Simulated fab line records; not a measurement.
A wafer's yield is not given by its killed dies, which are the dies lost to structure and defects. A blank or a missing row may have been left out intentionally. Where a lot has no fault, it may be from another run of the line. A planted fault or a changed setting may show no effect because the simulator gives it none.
What tool caused it? + flow n5 finfet + 12 lots with 36 wafers sampled at 5 steps, on a route of 1938 steps

== WHAT THE GAUGES READ, wafer by wafer ==
N5_BEOL_M6_THK_MEAS_01.
| lot  | measured     | on            | M6_ILD_THK (nm)   |
|------|--------------|---------------|-------------------|
| L076 | day 8 18:22  | film metro-02 | 152.1 155.2 153.8 |
| L077 | day 9 01:19  | film metro-02 | 152.3 152.9 156.6 |
| L079 | day 9 16:51  | film metro-01 | 151.2 154.2 153.1 |
| L080 | day 10 02:22 | film metro-01 | 151.3 151.4 153.6 |
| L083 | day 10 17:53 | film metro-02 | 147.1 155.6 151.3 |
| L085 | day 11 13:26 | film metro-01 | 155.5 156.0 149.6 |
| L088 | day 11 17:53 | film metro-02 | 151.2 147.9 155.4 |
| L089 | day 12 03:01 | film metro-01 | 152.2 152.6 155.8 |
| L093 | day 13 05:27 | film metro-02 | 149.5 153.5 152.6 |
| L092 | day 13 16:08 | film metro-02 | 155.4 155.1 156.2 |
| L095 | day 14 01:51 | film metro-02 | 152.7 151.8 156.3 |
| L097 | day 14 12:49 | film metro-02 | 152.9 156.8 156.9 |

== EACH LOT AND THE TOOL THAT RAN IT (in order: tool; ch and the chambers of the sampled wafers; start) ==
| lot  | N5_BEOL_M5_ETCH_68                 | N5_BEOL_M5_DEGAS_44          | N5_BEOL_M5_ALD_86                   | N5_BEOL_M5_CO_CAP_78             |
|------|------------------------------------|------------------------------|-------------------------------------|----------------------------------|
| L076 | rie diel-01 ch 2,3, day 8 10:25    | pvd sputter-01, day 8 11:23  | ald metal-04 ch 0,2, day 8 11:32    | cvd co-01 ch 0,1,2, day 8 17:23  |
| L077 | rie diel-01 ch 0,2, day 8 17:07    | pvd sputter-02, day 8 18:20  | ald metal-03 ch 1,2,3, day 8 18:28  | cvd co-01 ch 0,1,2, day 9 00:23  |
| L079 | rie diel-01 ch 0,2, day 9 08:38    | pvd sputter-02, day 9 09:35  | ald metal-04 ch 0,2, day 9 09:41    | cvd co-02 ch 0,1, day 9 15:59    |
| L080 | rie diel-03 ch 0,2,3, day 9 18:13  | pvd sputter-02, day 9 19:32  | ald metal-01 ch 0,2,3, day 9 19:38  | cvd co-01 ch 0,1,2, day 10 01:29 |
| L083 | rie diel-03 ch 0,2,3, day 10 09:27 | pvd sputter-03, day 10 10:46 | ald metal-01 ch 1,2, day 10 10:57   | cvd co-02 ch 1,2, day 10 17:03   |
| L085 | rie diel-03 ch 0,1,3, day 10 18:54 | pvd sputter-01, day 10 19:59 | ald metal-03 ch 2,3, day 10 20:06   | cvd co-02 ch 0,1,2, day 11 12:38 |
| L088 | rie diel-06 ch 0,1,2, day 11 09:25 | pvd sputter-03, day 11 10:25 | ald metal-01 ch 0,2,3, day 11 10:31 | cvd co-01 ch 0, day 11 16:54     |
| L089 | rie diel-06 ch 0,1,3, day 11 17:58 | pvd sputter-03, day 11 19:16 | ald metal-01 ch 0,2,3, day 11 19:28 | cvd co-02 ch 0,1,2, day 12 01:55 |
| L093 | rie diel-03 ch 0,2,3, day 12 21:20 | pvd sputter-03, day 12 22:30 | ald metal-03 ch 1,2, day 12 22:36   | cvd co-02 ch 0,1,2, day 13 04:37 |
| L092 | rie diel-01 ch 2,3, day 13 08:09   | pvd sputter-03, day 13 09:10 | ald metal-01 ch 0,1, day 13 09:16   | cvd co-01 ch 0,2, day 13 15:17   |
| L095 | rie diel-06 ch 0,2,3, day 13 17:19 | pvd sputter-02, day 13 18:12 | ald metal-04 ch 0,3, day 13 18:24   | cvd co-01 ch 0,1,2, day 14 01:02 |
| L097 | rie diel-01 ch 0,2,3, day 14 04:45 | pvd sputter-01, day 14 05:40 | ald metal-01 ch 0,3, day 14 05:46   | cvd co-02 ch 0,1, day 14 11:59   |
- N5_BEOL_M5_ETCH_68: etches SOC in N2/H2, target depth 80 nm, overetch 16 nm, time 120 s.
- N5_BEOL_M5_DEGAS_44: time 60 s.
- N5_BEOL_M5_ALD_86: deposits TaN, pulse time 2 s, purge time 3 s, co reactant purge time 2 s.
- N5_BEOL_M5_CO_CAP_78: material Co, precursor CCTBA/H2, target thk 2 nm, time 102.1 s.

== THE ANSWER, worked out from the rows above alone ==
Rule: the lots themselves supply what counts as usual. The widest of any qualifying gaps counts: lots, ordered by their means at a reading, are off when they make up no more than a third of the lots, leave a main group of 4 or more, and stand apart from it by 3 or more times the standard deviation of that group's means. Not used: any main group whose means are identical at the precision the tables above print for the reading. Also off: a lot with no number at a reading for which 4 or more lots have one. Any other lot the step has rows for is counted as sound.
None of the lots is off at any reading shown; this tells nothing.

== WHAT WAS PUT IN BY THE SIMULATOR ==
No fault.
